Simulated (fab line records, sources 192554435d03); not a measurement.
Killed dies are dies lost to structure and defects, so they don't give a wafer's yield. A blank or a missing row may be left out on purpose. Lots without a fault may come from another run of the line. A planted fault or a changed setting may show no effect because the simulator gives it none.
A struck lot beside a sound one | flow n5_finfet | 35 steps out of a route of 1938
Sound: wafers L858.1, L858.4, L858.6. Struck: wafers L845.2, L845.3, L845.5. The cause comes at the end.
At each step with rows: each side's tool, then ch and its chambers, then its first start. Under that, the readings that differ: sound wafers | struck wafers | difference of the means | sigmas: that difference in standard deviations of wafers without a fault.
alike: readings whose means differ by less than 2 such deviations, and words and numbers that are the same on both sides. not compared: withheld readings, readings that some wafer has no value for, bounds like >300 that may hide the same value, and numbers for which the record gives no deviation and whose values overlap.
The two part at a step that has a row with sigmas, a row that says differs or no value, or rows on one side only. Numbers that don't overlap but have no deviation are shown without sigmas and don't part them. A reading that every wafer of one side lacks parts them only if that side has two wafers or more.

first, 11 steps without rows for these wafers: N5_BEOL_M13_ETCH_68 (etches SOC in N2/H2, time 355 s); N5_BEOL_M13_STRIP_69 (strips in N2/H2); N5_BEOL_M13_TRENCH_ETCH_34 (etches SiOC in C4F8/O2/Ar, target depth 413.47 nm, time 162.6 s); N5_BEOL_M13_STRIP_70 (strips in C4F8/O2/Ar); N5_BEOL_M13_STRIP_37 (strips in N2/H2); N5_BEOL_M13_ETCH_38 (etches SiCN in CF4/N2, target depth 67.5 nm, time 71.9 s); N5_BEOL_M13_PRECLEAN_39 (cleans in residue remover, time 60 s); N5_BEOL_M13_SRD_40 (time 30 s, dry time 30 s); N5_BEOL_M13_DEGAS_41 (time 60 s); N5_BEOL_M13_PRE_CLEAN_42 (time 30 s); N5_BEOL_M13_SPUTTER_43 (material TaN, target thk 15 nm, time 24.19 s).
N5_BEOL_M13_SPUTTER_44: material Ta, target thk 10 nm, time 16.13 s.
  sound on pvd_sputter-02, day 16 01:30; struck on pvd_sputter-03, day 13 11:21
  alike: susceptor_temp_C, throttle_valve_pct
then, 22 steps without rows for these wafers: N5_BEOL_M13_SPUTTER_45 (material Cu, target thk 80 nm, time 13.33 s); N5_BEOL_M13_ECD_47 (material Cu, target thk 936 nm); N5_BEOL_M13_ANNEAL_48 (time 90 s); N5_BEOL_M13_CMP_49 (polishes, stops on SiOC, t overpolish 17.1 s, target thk 420 nm); N5_BEOL_M13_PRE_CLEAN_52 (time 15 s); N5_BEOL_M13_DEP_53 (deposits SiCN from 3MS/NH3, target thk 50 nm, time 17.8 s); N5_BEOL_M14_ILD_DEP_00 (deposits SiO2 from TEOS/O2, target thk 1119.3 nm, time 237.4 s); N5_BEOL_M14_COAT_58 (time 60 s, resist thk 89 nm); N5_BEOL_M14_COAT_04 (resist thk 800 nm); N5_BEOL_M14_EBR_06; N5_BEOL_M14_SOFTBAKE_05 (time 60 s); N5_BEOL_M14_EXPOSE_07 (exposes mask V13); N5_BEOL_M14_PEB_08 (peb time 90 s); N5_BEOL_M14_DEVELOP_09 (develop time 45 s); N5_BEOL_M14_HARDBAKE_14 (time 120 s); N5_BEOL_M14_DESCUM_15 (chemistry O2, time 7.9 s); N5_BEOL_M14_ETCH_59 (etches BARC in N2/H2, target depth 89 nm, overetch 26.7 nm, time 67.9 s); N5_BEOL_M14_VIA_ETCH_16 (etches SiO2 in C4F8/O2/Ar, target depth 1231.3 nm); N5_BEOL_M14_STRIP_63 (strips in O2); N5_BEOL_M14_STRIP_64 (strips in O2); N5_BEOL_M14_STRIP_71 (strips in post etch residue remover, time 60 s); N5_BEOL_M14_SRD_72 (time 30 s, dry time 30 s).
N5_PASSIVATION_PROBE_49:
  the record has rows for the struck wafers here (prober-02, day 14 14:34) and none for the sound ones

WHERE THEY PART
Only at N5_PASSIVATION_PROBE_49, within this record.

WHY: what the simulator had put in
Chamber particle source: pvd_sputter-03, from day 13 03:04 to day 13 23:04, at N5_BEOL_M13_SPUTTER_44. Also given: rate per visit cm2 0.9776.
